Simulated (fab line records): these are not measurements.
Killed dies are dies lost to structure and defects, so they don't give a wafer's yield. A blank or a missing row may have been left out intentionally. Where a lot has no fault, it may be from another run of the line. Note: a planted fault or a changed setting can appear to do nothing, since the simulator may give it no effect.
Comparing a struck lot with a sound one + flow nand harc + 15 out of 1302 route steps
Sound: the wafers L313.4, L313.5, L313.6. Struck: wafers L323.1, L323.2 (left out: L323.5, a lot-mate that was not struck); the cause follows at the end.
For every step that has rows: the tool of each side, followed by ch and its chambers, followed by its first start. Under that, the readings that differ: sound wafers + struck wafers + difference of the means + sigmas: that difference in standard deviations of wafers without a fault.
alike: same words and numbers on both sides, and readings whose means sit less than 2 such deviations apart. not compared: any withheld reading, any reading some wafer has no value for, any bound like >300 that may hide the same value, and any number with overlapping values for which the record gives no deviation.
The two part at a step that has a row with sigmas, a row that says differs or no value, or rows on one side only. Non-overlapping numbers with no deviation appear without sigmas and do not part them. A reading missing from all wafers of one side parts the sides only when that side holds two or more wafers.

first, 7 steps without rows for these wafers: NHARC_A_SLIT_HMDS_02 (time 30 s); NHARC_A_SLIT_COAT_03 (resist thk 90 nm); NHARC_A_SLIT_SOFTBAKE_04 (time 55 s); NHARC_A_SLIT_EBR_05; NHARC_A_SLIT_EXPOSE_06 (exposes mask SLIT); NHARC_A_SLIT_PEB_07 (peb time 65 s); NHARC_A_SLIT_DEVELOP_08 (develop time 35 s).
NHARC_A_SLIT_CD_MEAS_09: target cd 300 nm.
  sound on cd sem-01 ch 0, day 21 05:17; struck on cd sem-01 ch 0, day 24 20:26
  alike: cd nm
NHARC_A_SLIT_OVL_MEAS_10:
  sound: overlay-02 at day 21 05:22; struck: overlay-02 at day 24 20:32
  alike: overlay x nm, overlay y nm
NHARC_A_SLIT_INSPECT_11:
  sound: defect inspect-02 at day 21 05:23; struck: defect inspect-01 at day 24 20:34
| reading          | sound    | struck | difference | sigmas |
|------------------|----------|--------|------------|--------|
| raw defect count | 24 26 26 | 93 100 | +71        | +3     |
NHARC_A_SLIT_DESCUM_14: chemistry O2, time 3 s.
  sound on rie diel-13 ch 0,1, day 21 05:27; struck on rie diel-13 ch 0,2, day 24 20:38
  alike: drypump motor current A, oes product au, rf vpp V, showerhead plenum p Torr, throttle valve pct
  not compared: rf hours counter h
NHARC_A_SLIT_ETCH_24: etches the open film in CF4/CHF3, target depth 121 nm, time 60.5 s.
  sound on rie diel-13 ch 0,3, day 21 05:32; struck on rie diel-13 ch 1,3, day 24 20:43
  alike: drypump motor current A, oes product au, rf fwd power W, rf vpp V, run length s, showerhead plenum p Torr, throttle valve pct
  not compared: rf hours counter h
NHARC_A_SLIT_ETCH_15: etches the open film in O2/COS, target depth 6200 nm, time 1612 s.
  sound on rie diel-13 ch 0,3, day 21 05:44; struck on rie diel-13 ch 0,2, day 24 20:49
| reading                        | sound                 | struck        | difference                    | sigmas      |
|--------------------------------|-----------------------|---------------|-------------------------------|-------------|
| rf fwd power W (W)             | 498.6 499.6 498.4     | - -           | no value on the struck wafers |             |
| run length s (s)               | 1633.0 1633.2 1632.8  | 1210.5 1210.6 | -422.5                        | -99 or more |
| model.A_SLIT.cd offset nm (nm) | -0.6386 0.3112 0.1573 | -4.004 -5.27  | -4.580                        |             |
  alike: drypump motor current A, oes product au, rf vpp V, showerhead plenum p Torr, throttle valve pct
  not compared: rf hours counter h
NHARC_A_SLIT_ETCH_17: etches the open film in C4F8/O2/Ar, time 4254.5 s, target depth 20300 nm.
  sound on har etch-02 ch 0,1, day 21 09:41; struck on har etch-02 ch 0,1, day 25 00:07
| reading                | sound | struck  | difference                   | sigmas |
|------------------------|-------|---------|------------------------------|--------|
| rf hours counter h (h) | - - - | 107 107 | no value on the sound wafers |        |
  alike: drypump motor current A, showerhead plenum p Torr, throttle valve pct
  not compared: run length s
-- the record jumps here: 5 days lie between the struck wafers' starts before and after (it left off in module A_SLIT and takes up again in module END, whose first step shown is number 1302 of the route) --
NHARC_END_SORT_01:
  the record has rows for the struck wafers here (prober-02 ch 0, day 29 13:16) and none for the sound ones

WHERE THEY PART
First at NHARC_A_SLIT_INSPECT_11; last, within this record, at NHARC_END_SORT_01.

WHY: the cause the simulator had injected
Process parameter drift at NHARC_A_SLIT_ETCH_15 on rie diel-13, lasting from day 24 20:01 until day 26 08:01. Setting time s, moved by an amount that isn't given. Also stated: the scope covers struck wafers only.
